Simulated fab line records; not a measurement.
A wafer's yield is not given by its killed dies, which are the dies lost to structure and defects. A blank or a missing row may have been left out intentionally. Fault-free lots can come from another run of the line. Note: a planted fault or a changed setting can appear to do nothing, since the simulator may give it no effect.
Struck lot and sound lot, side by side ; flow n5Finfet ; 35 out of 1938 route steps
Sound: the wafers L405.1, L405.2, L405.5. Wafers struck: L414.2, L414.4, L414.6. The cause comes at the end.
Order at every step that has rows: each side's tool, ch and its chambers, its first start. Under that, the readings that differ: sound wafers ; struck wafers ; difference of the means ; sigmas: that difference in standard deviations of wafers without a fault.
alike: readings whose means differ by less than 2 such deviations, and words and numbers that are the same on both sides. not compared: withheld readings, readings that some wafer has no value for, bounds like >300 that may hide the same value, and numbers for which the record gives no deviation and whose values overlap.
The two part at a step that has a row with sigmas, a row that says differs or no value, or rows on one side only. When numbers do not overlap yet have no deviation, they are printed without sigmas and do not part them. A reading that every wafer of one side lacks parts them only if that side has two wafers or more.

first, 9 steps without rows for these wafers: N5_PMOS_HMC_CHANNEL_EPI_EBR_05; N5_PMOS_HMC_CHANNEL_EPI_SOFTBAKE_04 (time 60 s); N5_PMOS_HMC_CHANNEL_EPI_EXPOSE_06 (exposes mask PMOS HMC BLK, target cd 240 nm); N5_PMOS_HMC_CHANNEL_EPI_PEB_07 (peb time 60 s); N5_PMOS_HMC_CHANNEL_EPI_DEVELOP_08 (develop time 30 s); N5_PMOS_HMC_CHANNEL_EPI_DESCUM_14 (chemistry O2, time 7.9 s); N5_PMOS_HMC_CHANNEL_EPI_ETCH_32 (etches BARC in N2/H2, stops on SiO2, target depth 85.8 nm, time 50.3 s); N5_PMOS_HMC_CHANNEL_EPI_HM_OPEN_15 (chemistry CHF3/O2, target SiO2, target depth 40.6 nm, time 20.3 s); N5_PMOS_HMC_CHANNEL_EPI_STRIP_33 (strips in N2/H2).
N5_PMOS_HMC_CHANNEL_EPI_STRIP_17: strips in SPM, time 750 s.
  sound on wetBench-05 ch 0,1,2, day 2 11:43; struck on wetBench-05 ch 2,4,6, day 4 17:26
then, 24 steps without rows for these wafers: N5_PMOS_HMC_CHANNEL_EPI_ETCH_38 (etches SiO2 in CF4, target depth 1.5 nm); N5_PMOS_HMC_CHANNEL_EPI_FIN_RECESS_16 (chemistry HBr/Cl2, target Si, target depth 54 nm, time 18 s); N5_PMOS_HMC_CHANNEL_EPI_PRECLEAN_36 (cleans in O3/DIW, time 45 s); N5_PMOS_HMC_CHANNEL_EPI_PRECLEAN_18 (cleans in DHF, time 30 s); N5_PMOS_HMC_CHANNEL_EPI_SRD_19 (time 30 s); N5_PMOS_HMC_CHANNEL_EPI_EPI_20 (deposits SiGe30, target thk 59 nm); N5_PMOS_HMC_CHANNEL_EPI_HM_STRIP_35 (strips SiO2 in dHF, material SiO2, target depth 39.6 nm, time 216 s); N5_PMOS_HMC_CHANNEL_EPI_SRD_39 (time 30 s); N5_PMOS_HMC_CHANNEL_EPI_CMP_21 (polishes SiGe30, target thk 54 nm); N5_PMOS_HMC_CHANNEL_EPI_PRECLEAN_40 (cleans in DHF, time 30 s); N5_PMOS_HMC_CHANNEL_EPI_PRECLEAN_37 (cleans in O3/DIW, time 45 s); N5_PMOS_HMC_CHANNEL_EPI_PRECLEAN_24 (cleans in DHF, time 30 s); N5_PMOS_HMC_CHANNEL_EPI_SRD_25 (time 30 s); N5_PMOS_HMC_CHANNEL_EPI_EPI_26 (deposits Si from SiH4/H2, target thk 3.8 nm, time 22.7 s); N5_FIN_SAQP_PRECLEAN_42 (cleans in O3/DIW, time 60 s); N5_FIN_SAQP_PRECLEAN_00 (cleans in SC1, time 60 s); N5_FIN_SAQP_PRECLEAN_44 (cleans in SC2, time 45 s); N5_FIN_SAQP_SRD_01 (time 30 s); N5_FIN_SAQP_ALD_61 (deposits SiO2, target thk 4 nm, pulse time 1 s, purge time 2 s); N5_FIN_SAQP_DENSIFY_62 (time 60 s); N5_FIN_SAQP_HM_DEP_03 (deposits SiNx from SiH4/NH3/N2, target thk 38 nm, time 33.6 s); N5_FIN_SAQP_PECVD_47 (deposits a-Si from SiH4/He, target thk 45 nm, time 36.3 s); N5_FIN_SAQP_PECVD_48 (deposits SiNx from SiH4/NH3/N2, target thk 25 nm, time 22.1 s); N5_FIN_SAQP_PECVD_06 (deposits a-Si from SiH4/He, target thk 60 nm, time 48.1 s).
-- the record jumps here: 12 days lie between the struck wafers' starts before and after (it left off in module FIN_SAQP and takes up again in module PASSIVATION, whose first step shown is number 1936 of the route) --
N5_PASSIVATION_PROBE_49:
  only the struck wafers here have rows in the record (prober-01, day 16 11:45); the sound ones have none

== WHERE THEY PART ==
Only at N5_PASSIVATION_PROBE_49, within this record.

WHY: what the simulator had put in
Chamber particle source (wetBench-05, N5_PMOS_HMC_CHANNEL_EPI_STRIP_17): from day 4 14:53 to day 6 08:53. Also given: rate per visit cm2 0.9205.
